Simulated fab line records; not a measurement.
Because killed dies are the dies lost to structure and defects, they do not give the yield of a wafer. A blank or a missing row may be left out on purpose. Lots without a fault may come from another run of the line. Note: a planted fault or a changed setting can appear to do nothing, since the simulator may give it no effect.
Matching of chambers ; flow n5Finfet ; aldSin-04 running N5_BEOL_M2_ALD_98: 4 sister chambers
The step deposits SiO2, target thk 2.5 nm, pulse time 1 s, co reactant pulse time 1 s. 8 wafers are shown with their chamber, then 11 later ones without.

WAFERS PAIRED WITH THEIR CHAMBERS
wafer;chamber;heaterPowerW (W);precursorPulseHeightRel
L074.4;1;78;0.979
L081.6;1;78;1.020
L088.2;0;85;0.965
L088.3;3;86;1.015
L091.1;0;82;0.998
L091.3;2;80;1.003
L091.6;2;80;1.010
L090.3;3;85;1.010

WAFERS WHOSE CHAMBER IS MISSING
wafer;heaterPowerW (W);precursorPulseHeightRel
L090.4;78;1.003
L090.5;81;0.991
L089.1;80;1.025
L089.2;82;1.036
L089.4;84;0.990
L096.1;84;0.980
L096.3;81;1.037
L096.6;84;0.987
L097.1;86;0.980
L097.2;81;1.017
L097.4;85;0.989

WHICH CHAMBER EACH ONE RAN IN
wafer;from the rows above;in truth
L090.4;can't be placed: 1 or 2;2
L090.5;can't be placed: 2 or 0 or 1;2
L089.1;can't be placed: 2 or 1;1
L089.2;can't be placed: 2 or 0 or 3 or 1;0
L089.4;can't be placed: 0 or 3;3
L096.1;can't be placed: 0 or 3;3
L096.3;can't be placed: 2 or 1 or 0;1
L096.6;can't be placed: 0 or 3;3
L097.1;can't be placed: 3 or 0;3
L097.2;can't be placed: 2 or 1 or 0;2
L097.4;can't be placed: 3 or 0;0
Placed correctly: 0 of 11. From these rows, 11 cannot be placed; in 11 the true chamber is one of the candidates. 0 placed wrongly.
How it was worked out, from the rows above alone: a wafer's distance from a chamber is the root of the sum, over the readings, of the square of ((its reading less the chamber's mean) divided by the reading's scatter). If the next closest chamber is less than 2 further off than the closest, the wafer can't be placed; otherwise it belongs to the closest. For every chamber, the mean is computed from those of its wafers that are shown. How the scatter is found: for the shown wafers, subtract from each reading the mean of its chamber, square and add these, divide the total by (wafers less chambers), then take the root.
